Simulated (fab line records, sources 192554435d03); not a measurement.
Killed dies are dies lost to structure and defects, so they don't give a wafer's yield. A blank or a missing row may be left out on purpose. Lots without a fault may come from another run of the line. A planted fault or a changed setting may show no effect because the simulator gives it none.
A struck lot beside a sound one | flow n5_finfet | 36 steps out of a route of 1938
Sound: wafers L374.1, L374.2, L374.5. Struck: wafers L390.1, L390.3, L390.5. The cause comes at the end.
At each step with rows: each side's tool, then ch and its chambers, then its first start. Under that, the readings that differ: sound wafers | struck wafers | difference of the means | sigmas: that difference in standard deviations of wafers without a fault.
alike: readings whose means differ by less than 2 such deviations, and words and numbers that are the same on both sides. not compared: withheld readings, readings that some wafer has no value for, bounds like >300 that may hide the same value, and numbers for which the record gives no deviation and whose values overlap.
The two part at a step that has a row with sigmas, a row that says differs or no value, or rows on one side only. Numbers that don't overlap but have no deviation are shown without sigmas and don't part them. A reading that every wafer of one side lacks parts them only if that side has two wafers or more.

first, 9 steps without rows for these wafers: N5_BEOL_M4_ANNEAL_95 (time 240 s); N5_BEOL_M4_SPUTTER_96 (material Cu, target thk 4.5 nm, time 8.29 s); N5_BEOL_M4_ECD_50 (material Cu, target thk 300 nm); N5_BEOL_M4_ANNEAL_51 (time 90 s); N5_BEOL_M4_CMP_52 (polishes, stops on SiOC, t overpolish 6.8 s, target thk 40 nm); N5_BEOL_M4_PRE_CLEAN_60 (time 15 s); N5_BEOL_M4_CO_CAP_55 (material Co, precursor CCTBA/H2, target thk 2 nm, time 102.1 s); N5_BEOL_M4_PRE_CLEAN_56 (time 15 s); N5_BEOL_M4_DEP_57 (deposits SiCN from 3MS/NH3, target thk 8 nm, time 14 s).
N5_BEOL_M4_RC_MEAS_101:
  sound on prober-02 ch 0, day 8 01:24; struck on prober-01 ch 0, day 12 05:27
  reading       | sound          | struck         | difference | sigmas
  ION_N (uA/um) | 658 655 645    | 674 681 677    | +25        | +2
  VT_P (mV)     | -256 -251 -255 | -247 -246 -247 | +7         | +2
  alike: DIBL_N, DIBL_P, IOFF_N, IOFF_P, ION_P, SS_N, SS_P, VT_N
then, 24 steps without rows for these wafers: N5_BEOL_M5_ILD_DEP_00 (deposits SiCOH lowk from DEMS/porogen, target thk 140.64 nm, time 25.9 s); N5_BEOL_M5_CURE_79 (cures SiCOH lowk, time 240 s); N5_BEOL_M5_PECVD_70 (deposits SiO2 from TEOS/O2, target thk 16 nm, time 18 s); N5_BEOL_M5_HM_DEP_02 (deposits TiN, target thk 20 nm); N5_BEOL_M5_COAT_59 (time 60 s, resist thk 60 nm); N5_BEOL_M5_COAT_60 (time 60 s, resist thk 12 nm); N5_BEOL_M5_COAT_71 (time 60 s, resist thk 5 nm); N5_BEOL_M5_COAT_05 (resist thk 30 nm); N5_BEOL_M5_EBR_07; N5_BEOL_M5_SOFTBAKE_06 (time 60 s); N5_BEOL_M5_EXPOSE_08 (exposes mask M5, target cd 28 nm); N5_BEOL_M5_PEB_09 (peb time 60 s); N5_BEOL_M5_DEVELOP_10 (develop time 30 s); N5_BEOL_M5_DESCUM_16 (chemistry O2, time 7 s); N5_BEOL_M5_ETCH_72 (etches underlayer in N2/H2, target depth 6.5 nm, time 5.2 s); N5_BEOL_M5_ETCH_61 (etches SiARC in CF4, target depth 15.6 nm, time 26 s); N5_BEOL_M5_ETCH_62 (etches SOC in N2/H2, target depth 75 nm, overetch 15 nm, time 112.5 s); N5_BEOL_M5_STRIP_63 (strips in N2/H2); N5_BEOL_M5_STRIP_73 (strips in N2/H2); N5_BEOL_M5_STRIP_64 (strips in CF4); N5_BEOL_M5_HM_OPEN_17 (chemistry Cl2/BCl3, target TiN, target depth 20 nm, overetch 6 nm); N5_BEOL_M5_STRIP_19 (strips in O2); N5_BEOL_M5_COAT_65 (time 60 s, resist thk 60 nm); N5_BEOL_M5_COAT_66 (time 60 s, resist thk 12 nm).
-- the record jumps here: 5 days lie between the struck wafers' starts before and after (it left off in module BEOL_M5 and takes up again in module MIM_TOP, whose first step shown is number 1838 of the route) --
N5_MIM_TOP_SPUTTER_03: material TiN, target thk 35 nm, time 89.7 s.
  sound on pvd_sputter-01, day 11 17:58; struck on pvd_sputter-01, day 17 03:56
  no value came back on the struck wafers for cathode_dc_power_W (W), chamber_pressure_pa (Pa), throttle_valve_pct (%); on the sound wafers cathode_dc_power_W (W) reads 2999.8 2999.4 2999.9
N5_PASSIVATION_PROBE_49:
  the record has rows for the struck wafers here (prober-02, day 17 15:24) and none for the sound ones

WHERE THEY PART
First at N5_BEOL_M4_RC_MEAS_101; last, within this record, at N5_PASSIVATION_PROBE_49.

WHY: what the simulator had put in
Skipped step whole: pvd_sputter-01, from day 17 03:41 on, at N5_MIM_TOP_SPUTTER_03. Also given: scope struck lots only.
